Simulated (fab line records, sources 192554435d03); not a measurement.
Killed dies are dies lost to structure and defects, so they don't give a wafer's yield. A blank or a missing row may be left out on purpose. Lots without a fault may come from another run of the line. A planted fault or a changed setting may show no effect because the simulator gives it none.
Split-lot experiment | flow n5_finfet | 7 lots, 21 wafers read, on a route of 1938 steps

THE SPLIT
At N5_BEOL_M4_TRENCH_ETCH_37 (etches SiOC in C4F6/O2, target depth 55.555 nm, time 29.2 s), the setting bias_w was moved away from the recipe's 185 W on 7 of the 21 wafers read, by -14.7% to +15.0%. The other wafers ran this setting at the recipe's value.

The reading is taken at the split's own step.

THE READING
rf_vpp_V, in V, at N5_BEOL_M4_TRENCH_ETCH_37 (etches SiOC in C4F6/O2, target depth 55.555 nm, time 29.2 s). Fault-free wafers of this fab line usually give 665 V, standard deviation 14 V.

wafer  | tool, chamber at the split | bias_w as run, W | against the recipe | rf_vpp_V, V | against lot-mates on the recipe
L076.3 | rie_diel-01, 3             | 170.4            | -7.9%              | 626         | -39
L076.4 | rie_diel-01, 0             | 170.4            | -7.9%              | 621         | -44
L076.5 | rie_diel-01, 1             | 185              | recipe             | 665         | -
L079.1 | rie_diel-06, 3             | 185              | recipe             | 700         | -
L079.5 | rie_diel-06, 2             | 185              | recipe             | 683         | -
L079.6 | rie_diel-06, 1             | 193.7            | +4.7%              | 683         | -8
L087.4 | rie_diel-02, 1             | 185              | recipe             | 654         | -
L087.5 | rie_diel-02, 2             | 185              | recipe             | 660         | -
L087.6 | rie_diel-02, 3             | 157.8            | -14.7%             | 583         | -74
L086.1 | rie_diel-01, 1             | 185              | recipe             | 664         | -
L086.4 | rie_diel-01, 0             | 201              | +8.6%              | 707         | +42
L086.6 | rie_diel-01, 1             | 185              | recipe             | 665         | -
L088.1 | rie_diel-06, 1             | 185              | recipe             | 658         | -
L088.5 | rie_diel-06, 1             | 185              | recipe             | 658         | -
L088.6 | rie_diel-06, 0             | 185              | recipe             | 638         | -
L097.1 | rie_diel-01, 3             | 185              | recipe             | 666         | -
L097.3 | rie_diel-01, 2             | 185              | recipe             | 651         | -
L097.6 | rie_diel-01, 1             | 185              | recipe             | 666         | -
L096.1 | rie_diel-06, 0             | 212.8            | +15.0%             | 711         | +52
L096.2 | rie_diel-06, 1             | 212.8            | +15.0%             | 736         | +77
L096.6 | rie_diel-06, 1             | 185              | recipe             | 659         | -

THE FIT
A straight line over all 21 wafers: rf_vpp_V changes by +4.62 V for each +1% of bias_w; r = +0.92; the points scatter about the line by 13 V.
The same after taking each lot's own level away (the mean of its wafers on the recipe; 21 wafers): +4.54 V for each +1%; r = +0.95; scatter 9.8 V.
On that fit, the largest move of bias_w shifts the reading by 68 V.
The lots' own levels span 651.3 to 691.5 V, that is 2.9 times the standard deviation above.
So the lot-to-lot level changes the slope little: the two slopes agree.
Check: with one of the wafers moved furthest among these (+15.0%) left out of the fit, the line predicts +71.2 V for it against its lot-mates. It came out at +52 V against them.
Tool readings at the split's step, against how far the setting was moved: rf_vpp_V r = +0.92.

OTHER SPLITS ON THESE WAFERS
These wafers also went through other splits before the reading. Each is held against what the fit with the lots' levels taken away leaves over:
other split on the same wafers | wafers away from the commonest value | r with rf_vpp_V (lot level and that fit taken away)
N5_BEOL_M4_COAT_05 spin_rpm    | 7                                    | +0.31

THE FILE'S OWN FIT
rf_vpp_V changes by +4.51 V for each +1% of bias_w, r = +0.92.
